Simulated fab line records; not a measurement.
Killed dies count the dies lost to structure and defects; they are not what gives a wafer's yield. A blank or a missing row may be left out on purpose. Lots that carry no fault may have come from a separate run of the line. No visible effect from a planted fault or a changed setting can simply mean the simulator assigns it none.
Matching of chambers :: flow n5Finfet :: rieDiel-01 running N5_BEOL_M5_ETCH_61: 4 sister chambers
The step etches SiARC in CF4, target depth 15.6 nm, time 26 s. 18 wafers are shown with their chamber, then 9 later ones without.

WAFERS, EACH WITH ITS CHAMBER
wafer: L079.1
chamber: 1
showerheadPlenumPTorr (Torr): 2.19
throttleValvePct (%): 15.58
oesProductAu (a.u.): 0.84

wafer: L079.4
chamber: 0
showerheadPlenumPTorr (Torr): 2.13
throttleValvePct (%): 15.98
oesProductAu (a.u.): 0.59

wafer: L079.6
chamber: 1
showerheadPlenumPTorr (Torr): 2.19
throttleValvePct (%): 15.57
oesProductAu (a.u.): 0.83

wafer: L081.2
chamber: 0
showerheadPlenumPTorr (Torr): 2.13
throttleValvePct (%): 15.97
oesProductAu (a.u.): 0.59

wafer: L081.4
chamber: 2
showerheadPlenumPTorr (Torr): 2.21
throttleValvePct (%): 15.72
oesProductAu (a.u.): 0.61

wafer: L081.6
chamber: 3
showerheadPlenumPTorr (Torr): 2.16
throttleValvePct (%): 16.03
oesProductAu (a.u.): 0.65

wafer: L082.2
chamber: 2
showerheadPlenumPTorr (Torr): 2.20
throttleValvePct (%): 15.74
oesProductAu (a.u.): 0.60

wafer: L082.3
chamber: 0
showerheadPlenumPTorr (Torr): 2.13
throttleValvePct (%): 15.97
oesProductAu (a.u.): 0.59

wafer: L082.6
chamber: 1
showerheadPlenumPTorr (Torr): 2.19
throttleValvePct (%): 15.56
oesProductAu (a.u.): 0.81

wafer: L083.1
chamber: 2
showerheadPlenumPTorr (Torr): 2.20
throttleValvePct (%): 15.73
oesProductAu (a.u.): 0.60

wafer: L083.3
chamber: 0
showerheadPlenumPTorr (Torr): 2.13
throttleValvePct (%): 16.00
oesProductAu (a.u.): 0.58

wafer: L083.6
chamber: 1
showerheadPlenumPTorr (Torr): 2.19
throttleValvePct (%): 15.58
oesProductAu (a.u.): 0.81

wafer: L084.1
chamber: 2
showerheadPlenumPTorr (Torr): 2.20
throttleValvePct (%): 15.74
oesProductAu (a.u.): 0.60

wafer: L084.2
chamber: 0
showerheadPlenumPTorr (Torr): 2.13
throttleValvePct (%): 15.98
oesProductAu (a.u.): 0.59

wafer: L084.5
chamber: 2
showerheadPlenumPTorr (Torr): 2.20
throttleValvePct (%): 15.74
oesProductAu (a.u.): 0.60

wafer: L085.4
chamber: 3
showerheadPlenumPTorr (Torr): 2.16
throttleValvePct (%): 16.03
oesProductAu (a.u.): 0.64

wafer: L085.5
chamber: 0
showerheadPlenumPTorr (Torr): 2.13
throttleValvePct (%): 15.98
oesProductAu (a.u.): 0.58

wafer: L085.6
chamber: 3
showerheadPlenumPTorr (Torr): 2.16
throttleValvePct (%): 16.05
oesProductAu (a.u.): 0.64

SIGNATURES, as means of the wafers listed above
reading: showerheadPlenumPTorr
chamber 0: 2.1300
chamber 1: 2.1900
chamber 2: 2.2020
chamber 3: 2.1600
scatter within a chamber: 0.00239

reading: throttleValvePct
chamber 0: 15.9800
chamber 1: 15.5725
chamber 2: 15.7340
chamber 3: 16.0367
scatter within a chamber: 0.0102

reading: oesProductAu
chamber 0: 0.5867
chamber 1: 0.8225
chamber 2: 0.6020
chamber 3: 0.6433
scatter within a chamber: 0.00826
Rule: distance of a wafer from a chamber = root of the sum over the readings of ((wafer's reading minus chamber's mean) / reading's scatter) squared. The wafer belongs to the nearest chamber; if the next one is less than 2 further off, it can't be placed. The scatter: take each reading less its chamber's mean, square it, sum over the shown wafers, divide by the number of wafers less the number of chambers, and take the root.

WAFERS MISSING THEIR CHAMBER
wafer: L089.1
showerheadPlenumPTorr (Torr): 2.20
throttleValvePct (%): 15.76
oesProductAu (a.u.): 0.60

wafer: L089.3
showerheadPlenumPTorr (Torr): 2.16
throttleValvePct (%): 16.05
oesProductAu (a.u.): 0.64

wafer: L089.4
showerheadPlenumPTorr (Torr): 2.19
throttleValvePct (%): 15.58
oesProductAu (a.u.): 0.77

wafer: L090.2
showerheadPlenumPTorr (Torr): 2.15
throttleValvePct (%): 16.08
oesProductAu (a.u.): 0.64

wafer: L090.3
showerheadPlenumPTorr (Torr): 2.20
throttleValvePct (%): 15.78
oesProductAu (a.u.): 0.60

wafer: L090.5
showerheadPlenumPTorr (Torr): 2.15
throttleValvePct (%): 16.08
oesProductAu (a.u.): 0.64

wafer: L093.1
showerheadPlenumPTorr (Torr): 2.20
throttleValvePct (%): 15.77
oesProductAu (a.u.): 0.60

wafer: L093.4
showerheadPlenumPTorr (Torr): 2.18
throttleValvePct (%): 15.59
oesProductAu (a.u.): 0.77

wafer: L093.6
showerheadPlenumPTorr (Torr): 2.15
throttleValvePct (%): 16.07
oesProductAu (a.u.): 0.63

CHAMBER TAKEN BY EACH
wafer: L089.1
from the rows above: 2
in truth: 2

wafer: L089.3
from the rows above: 3
in truth: 3

wafer: L089.4
from the rows above: 1
in truth: 1

wafer: L090.2
from the rows above: 3
in truth: 3

wafer: L090.3
from the rows above: 2
in truth: 2

wafer: L090.5
from the rows above: 3
in truth: 3

wafer: L093.1
from the rows above: 2
in truth: 2

wafer: L093.4
from the rows above: 1
in truth: 1

wafer: L093.6
from the rows above: 3
in truth: 3
Correctly placed: 9 of 9. Can't be placed from these rows: 0. Number placed wrongly: 0.
